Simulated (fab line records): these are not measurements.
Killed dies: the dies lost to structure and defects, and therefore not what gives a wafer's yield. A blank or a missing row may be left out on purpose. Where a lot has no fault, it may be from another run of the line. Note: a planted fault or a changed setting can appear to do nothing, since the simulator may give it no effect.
The tool behind it: which one?	flow nand_harc	22 lots with 66 wafers sampled at 5 steps, on a route of 1159 steps

## WHAT THE GAUGES SHOWED, per wafer
NHARC_A_SGD_CUT_OVL_MEAS_10. Usual: overlay_x_nm -0.3 nm, standard deviation 0.95; overlay_y_nm 0.1 nm, standard deviation 0.77.
lot	measured	on	overlay_x_nm (nm)	overlay_y_nm (nm)	flag
L075	day 14 04:44	overlay-02	-0.3 -0.4 -0.4	0.1 -0.8 0.1	
L074	day 14 08:59	overlay-01	-0.8 -1.0 -1.1	-0.7 -0.2 -0.7	
L079	day 14 13:31	overlay-02	0.6 0.3 0.0	1.9 1.5 1.1	
L076	day 14 13:46	overlay-01	0.6 0.2 0.6	-0.3 -0.2 0.4	
L080	day 15 03:10	overlay-01	-0.3 -0.1 -0.9	-0.8 -0.6 -0.2	
L081	day 15 08:31	overlay-01	-0.6 -0.5 0.2	-0.1 0.3 0.8	
L082	day 16 01:52	overlay-02	0.2 0.2 0.5	0.2 0.6 0.9	
L083	day 16 07:39	overlay-01	2.1 2.2 1.6	-0.8 -0.2 -0.7	
L084	day 16 08:05	overlay-02	-0.2 0.1 -0.3	-0.2 -0.4 -0.6	
L085	day 16 19:39	overlay-02	-1.2 -0.9 -1.1	-0.4 -0.2 -0.4	
L086	day 17 07:44	overlay-01	0.8 0.8 0.8	-0.7 -0.5 -1.1	
L087	day 17 09:02	overlay-01	0.6 0.4 0.7	0.4 0.8 0.6	
L088	day 17 06:31	overlay-01	-0.1 -0.9 -0.4	0.4 0.6 0.4	
L090	day 17 07:34	overlay-02	-0.6 -0.1 0.0	0.1 -0.1 -0.3	
L089	day 17 06:43	overlay-01	-2.4 -2.8 -3.2	0.1 0.5 0.6	
L091	day 18 02:38	overlay-01	-0.4 -1.1 -0.9	1.9 1.2 1.3	
L093	day 18 14:32	overlay-01	0.6 0.1 0.1	0.4 0.0 -0.1	
L092	day 18 14:20	overlay-01	-1.3 -1.7 -1.6	-0.5 -1.0 0.2	
L094	day 19 06:55	overlay-02	-1.0 -1.2 -1.0	-1.6 -1.1 -0.8	
L095	day 19 07:15	overlay-01	-0.3 0.9 0.4	-0.7 0.0 -0.6	
L096	day 19 07:25	overlay-01	0.0 0.1 0.1	-1.1 -0.2 -0.1	
L097	day 20 07:44	overlay-01	-0.3 -0.2 -0.4	1.6 1.1 1.4	

## EACH LOT AND THE TOOL THAT RAN IT (in order: tool; ch and the chambers of the sampled wafers; start)
lot	NHARC_A_STAIRCASE_ETCH_453	NHARC_A_STAIRCASE_STRIP_476	NHARC_A_STAIRCASE_DEP_417	NHARC_A_STAIRCASE_DESCUM_443
L075	rie_diel-10 ch 2,3, day 12 12:15 or earlier	rie_diel-10 ch 0,2,3, day 12 12:15	pecvd-02 ch 1,2, day 12 12:24	rie_diel-11 ch 0,1,2, day 13 22:40
L074	rie_diel-12 ch 0,2,3, day 12 15:30 or earlier	rie_diel-10 ch 0,3, day 12 15:30	pecvd-02 ch 1,2, day 12 15:39	rie_diel-11 ch 0,1,3, day 14 03:14
L079	rie_diel-12 ch 0,1,3, day 12 20:22 or earlier	rie_diel-12 ch 1,2,3, day 12 20:22	pecvd-03 ch 0,1, day 12 20:27	rie_diel-11 ch 1,3, day 14 07:31
L076	rie_diel-10 ch 0,1,2, day 12 23:28 or earlier	rie_diel-12 ch 0,3, day 12 23:28	pecvd-02 ch 0,1, day 12 23:33	rie_diel-12 ch 0,1, day 14 07:21
L080	rie_diel-11 ch 1,2,3, day 13 06:25 or earlier	rie_diel-11 ch 0,1,3, day 13 06:25	pecvd-04 ch 0,2, day 13 06:41	rie_diel-10 ch 2,3, day 14 21:22
L081	rie_diel-11 ch 0,3, day 13 15:31 or earlier	rie_diel-11 ch 0,1,3, day 13 15:31	pecvd-02 ch 0,1,2, day 13 15:37	rie_diel-11 ch 0,1,3, day 15 02:50
L082	rie_diel-11 ch 0,3, day 13 23:41 or earlier	rie_diel-12 ch 0,1, day 13 23:41	pecvd-02 ch 1,2, day 13 23:52	rie_diel-12 ch 0,3, day 15 19:53
L083	rie_diel-12 ch 0,1, day 14 09:56 or earlier	rie_diel-12 ch 0,1, day 14 09:56	pecvd-02 ch 0,1, day 14 10:02	rie_diel-11 ch 0,1,3, day 16 01:57
L084	rie_diel-11 ch 0,1,2, day 14 12:14 or earlier	rie_diel-11 ch 0,2,3, day 14 12:14	pecvd-04 ch 0,1,2, day 14 12:20	rie_diel-12 ch 0,2,3, day 16 02:17
L085	rie_diel-11 ch 0,3, day 14 22:24 or earlier	rie_diel-12 ch 1,2, day 14 22:24	pecvd-04 ch 1,2, day 14 22:33	rie_diel-10 ch 1,3, day 16 13:50
L086	rie_diel-10 ch 0,1,3, day 15 13:32 or earlier	rie_diel-12 ch 0,2,3, day 15 13:32	pecvd-03 ch 1,2, day 15 13:43	rie_diel-10 ch 0,2, day 17 01:35
L087	rie_diel-12 ch 0,1, day 15 12:38 or earlier	rie_diel-10 ch 0,1,3, day 15 12:38	pecvd-02 ch 0,1,2, day 15 12:51	rie_diel-11 ch 0,3, day 17 00:10
L088	rie_diel-12 ch 1,2,3, day 15 14:04 or earlier	rie_diel-11 ch 1,3, day 15 14:04	pecvd-03 ch 0,2, day 15 14:09	rie_diel-10 ch 0,2,3, day 17 00:01
L090	rie_diel-12 ch 1,2,3, day 15 17:38 or earlier	rie_diel-12 ch 0,2,3, day 15 17:38	pecvd-02 ch 0,1,2, day 15 17:46	rie_diel-11 ch 0,1,2, day 17 00:07
L089	rie_diel-10 ch 0,1,3, day 15 16:34 or earlier	rie_diel-11 ch 1,2,3, day 15 16:34	pecvd-02 ch 0,1, day 15 16:41	rie_diel-11 ch 0,3, day 17 00:03
L091	rie_diel-11 ch 0,2,3, day 15 21:32 or earlier	rie_diel-11 ch 1,2,3, day 15 21:32	pecvd-04 ch 0,1, day 15 21:37	rie_diel-12 ch 0,1,2, day 17 20:45
L093	rie_diel-11 ch 1,3, day 16 15:22 or earlier	rie_diel-11 ch 1,2, day 16 15:22	pecvd-02 ch 0,1,2, day 16 16:02	rie_diel-11 ch 1,2,3, day 18 08:26
L092	rie_diel-12 ch 1,2,3, day 16 16:39 or earlier	rie_diel-11 ch 0,1,3, day 16 16:39	pecvd-02 ch 1,2, day 16 16:50	rie_diel-12 ch 0,1,2, day 18 08:16
L094	rie_diel-10 ch 0,2,3, day 17 04:02 or earlier	rie_diel-10 ch 0,2,3, day 17 04:02	pecvd-03 ch 0,1,2, day 17 04:34	rie_diel-10 ch 1,2,3, day 19 00:20
L095	rie_diel-11 ch 0,1,2, day 17 04:40 or earlier	rie_diel-10 ch 0,1,2, day 17 04:40	pecvd-02 ch 0,1, day 17 04:50	rie_diel-11 ch 0,2, day 19 00:18
L096	rie_diel-10 ch 0,2,3, day 17 08:44 or earlier	rie_diel-11 ch 0,1, day 17 08:44	pecvd-04 ch 1,2, day 17 08:55	rie_diel-12 ch 0,1,2, day 19 00:31
L097	rie_diel-10 ch 0,2,3, day 18 09:38 or earlier	rie_diel-10 ch 0,1,2, day 18 09:38	pecvd-04 ch 1,2, day 18 09:47	rie_diel-11 ch 1,2, day 20 01:20
- NHARC_A_STAIRCASE_ETCH_453: etches the open film in CF4/O2, target depth 30 nm, overetch 3 nm, time 16.5 s.
- NHARC_A_STAIRCASE_STRIP_476: strips in O2, time 20 s.
- NHARC_A_STAIRCASE_DEP_417: deposits Si3N4, target thk 60 nm.
- NHARC_A_STAIRCASE_DESCUM_443: chemistry O2, time 3 s.

## WHAT THE TOOLS THEMSELVES READ (means of the sampled wafers that have a number; where no wafer has one, the mark that the record gives instead)
NHARC_A_STAIRCASE_ETCH_453. Usual: drypump_motor_current_A 6.0 A, standard deviation 0.42; oes_product_au 0.999 a.u., standard deviation 0.0074; rf_vpp_V 197.5 V, standard deviation 1.3; showerhead_plenum_p_Torr 1.33 Torr, standard deviation 0.05; throttle_valve_pct 13.398 %, standard deviation 0.0096.
lot	tool	drypump_motor_current_A (A)	oes_product_au (a.u.)	rf_vpp_V (V)	showerhead_plenum_p_Torr (Torr)	throttle_valve_pct (%)	flag
L075	rie_diel-10	5.5	1.002	197.7	1.36	13.397	
L074	rie_diel-12	6.1	0.995	198.6	1.39	13.402	
L079	rie_diel-12	6.0	0.988	197.3	1.33	13.384	
L076	rie_diel-10	5.4	1.000	197.1	1.32	13.397	
L080	rie_diel-11	6.2	1.002	197.8	1.34	13.392	
L081	rie_diel-11	6.4	1.000	197.0	1.32	13.398	
L082	rie_diel-11	6.2	0.997	197.2	1.29	13.404	
L083	rie_diel-12	6.0	1.001	198.2	1.33	13.403	
L084	rie_diel-11	6.1	1.006	197.7	1.30	13.396	
L085	rie_diel-11	6.2	0.995	196.9	1.29	13.391	
L086	rie_diel-10	5.5	0.999	197.2	1.31	13.398	
L087	rie_diel-12	6.3	1.001	196.7	1.28	13.405	
L088	rie_diel-12	6.3	1.014	198.6	1.34	13.399	
L090	rie_diel-12	6.3	1.002	196.8	1.34	13.399	
L089	rie_diel-10	5.6	1.005	196.9	1.31	13.401	
L091	rie_diel-11	6.3	0.997	197.5	1.31	13.394	
L093	rie_diel-11	6.4	1.000	197.5	1.34	13.390	
L092	rie_diel-12	6.3	1.004	197.8	1.34	13.404	
L094	rie_diel-10	5.6	0.992	197.6	1.35	13.416	
L095	rie_diel-11	6.1	1.000	197.1	1.30	13.402	
L096	rie_diel-10	5.5	0.990	198.1	1.34	13.395	
L097	rie_diel-10	5.6	0.993	197.7	1.34	13.396	

NHARC_A_STAIRCASE_STRIP_476. Usual: drypump_motor_current_A 6.0 A, standard deviation 0.44; oes_product_au 0.998 a.u., standard deviation 0.0082; rf_vpp_V 57.8 V, standard deviation 0.8; showerhead_plenum_p_Torr 3.51 Torr, standard deviation 0.13; throttle_valve_pct 17.036 %, standard deviation 0.0088.
lot	tool	drypump_motor_current_A (A)	oes_product_au (a.u.)	rf_vpp_V (V)	showerhead_plenum_p_Torr (Torr)	throttle_valve_pct (%)	flag
L075	rie_diel-10	5.6	1.007	58.4	3.57	17.031	
L074	rie_diel-10	5.7	1.010	57.5	3.57	17.036	
L079	rie_diel-12	6.3	1.000	58.2	3.55	17.028	
L076	rie_diel-12	5.8	0.991	57.6	3.65	17.034	
L080	rie_diel-11	6.3	1.002	57.0	3.46	17.042	
L081	rie_diel-11	6.3	1.000	58.2	3.46	17.031	
L082	rie_diel-12	6.0	0.987	57.2	3.51	17.034	
L083	rie_diel-12	6.0	1.001	57.7	3.50	17.024	
L084	rie_diel-11	6.2	1.003	56.8	3.48	17.038	
L085	rie_diel-12	6.6	1.004	57.2	3.42	17.034	
L086	rie_diel-12	6.1	1.006	58.8	3.65	17.040	
L087	rie_diel-10	5.5	0.995	58.1	3.48	17.025	
L088	rie_diel-11	6.4	1.005	57.4	3.55	17.035	
L090	rie_diel-12	6.1	0.987	57.6	3.64	17.036	
L089	rie_diel-11	6.2	0.993	57.9	3.53	17.035	
L091	rie_diel-11	6.3	1.007	58.3	3.53	17.036	
L093	rie_diel-11	6.1	1.000	58.8	3.49	17.040	
L092	rie_diel-11	6.3	1.000	57.2	3.45	17.031	
L094	rie_diel-10	5.6	0.992	57.4	3.55	17.041	
L095	rie_diel-10	5.4	0.982	58.1	3.47	17.028	
L096	rie_diel-11	6.1	0.994	57.8	3.40	17.037	
L097	rie_diel-10	5.4	0.991	57.5	3.47	17.033	

NHARC_A_STAIRCASE_DEP_417. Usual: heater_power_w 741 W, standard deviation 96; showerhead_vpp_V 1315 V, standard deviation 68; susceptor_temp_C 399.99 C, standard deviation 0.24.
lot	tool	heater_power_w (W)	showerhead_vpp_V (V)	susceptor_temp_C (C)	flag
L075	pecvd-02	640	1339	399.90	
L074	pecvd-02	705	1343	399.56	
L079	pecvd-03	726	1201	399.91	
L076	pecvd-02	668	1276	400.00	
L080	pecvd-04	821	1315	400.02	
L081	pecvd-02	678	1299	399.96	
L082	pecvd-02	664	1329	400.08	
L083	pecvd-02	623	1310	399.94	
L084	pecvd-04	865	1358	399.93	
L085	pecvd-04	777	1385	400.25	
L086	pecvd-03	773	1265	399.99	
L087	pecvd-02	696	1305	400.21	
L088	pecvd-03	773	1271	399.96	
L090	pecvd-02	681	1313	399.77	
L089	pecvd-02	685	1299	400.08	
L091	pecvd-04	812	1328	400.02	
L093	pecvd-02	698	1313	400.00	
L092	pecvd-02	662	1331	400.09	
L094	pecvd-03	754	1242	400.22	
L095	pecvd-02	712	1296	400.14	
L096	pecvd-04	791	1418	399.98	
L097	pecvd-04	866	1409	400.09	

NHARC_A_STAIRCASE_DESCUM_443. Usual: drypump_motor_current_A 6.0 A, standard deviation 0.43; oes_product_au 1.000 a.u., standard deviation 0.008; rf_vpp_V 57.9 V, standard deviation 0.91; showerhead_plenum_p_Torr 1.92 Torr, standard deviation 0.079; throttle_valve_pct 11.311 %, standard deviation 0.0085.
lot	tool	drypump_motor_current_A (A)	oes_product_au (a.u.)	rf_vpp_V (V)	showerhead_plenum_p_Torr (Torr)	throttle_valve_pct (%)	flag
L075	rie_diel-11	6.1	1.010	57.7	1.87	11.301	
L074	rie_diel-11	6.3	1.005	57.8	1.87	11.313	
L079	rie_diel-11	6.4	0.999	57.3	1.93	11.315	
L076	rie_diel-12	6.1	0.998	57.6	1.90	11.305	
L080	rie_diel-10	5.5	1.011	58.1	1.94	11.309	
L081	rie_diel-11	6.2	1.006	56.9	1.87	11.310	
L082	rie_diel-12	5.8	1.000	57.5	1.97	11.315	
L083	rie_diel-11	6.3	1.002	58.6	1.87	11.309	
L084	rie_diel-12	6.1	0.996	58.4	1.98	11.316	
L085	rie_diel-10	5.4	0.995	58.2	1.85	11.313	
L086	rie_diel-10	5.5	0.989	58.3	1.92	11.311	
L087	rie_diel-11	6.4	1.002	58.6	1.89	11.309	
L088	rie_diel-10	5.5	0.998	57.5	1.93	11.311	
L090	rie_diel-11	6.1	1.003	57.4	1.86	11.310	
L089	rie_diel-11	6.3	0.998	57.9	1.83	11.308	
L091	rie_diel-12	6.3	0.993	58.6	2.01	11.307	
L093	rie_diel-11	6.2	1.001	58.7	1.91	11.323	
L092	rie_diel-12	6.3	0.989	58.1	2.01	11.314	
L094	rie_diel-10	5.3	0.988	57.8	1.89	11.310	
L095	rie_diel-11	6.0	0.993	57.6	1.96	11.313	
L096	rie_diel-12	6.3	0.993	58.1	2.00	11.314	
L097	rie_diel-11	6.1	0.996	58.0	1.90	11.307	

## THE ANSWER, worked out from the rows above alone
Rule: take the mean of a lot's wafers that have a number; if it is more than 3 standard deviations from the usual mean, the lot is off. A lot without any number at a reading at which 4 lots or more have one is off too. Any other lot the step has rows for is counted as sound. The gauges are gone through in route order, then the tools' own readings, and for those a lot's mean is taken as printed above. At the first step where some lot is off, the reading lying furthest off is the one used; lots without a number count as furthest.
No lot is off on any of the readings shown, so nothing can be concluded from this.

## WHAT THE SIMULATOR HAD INSERTED
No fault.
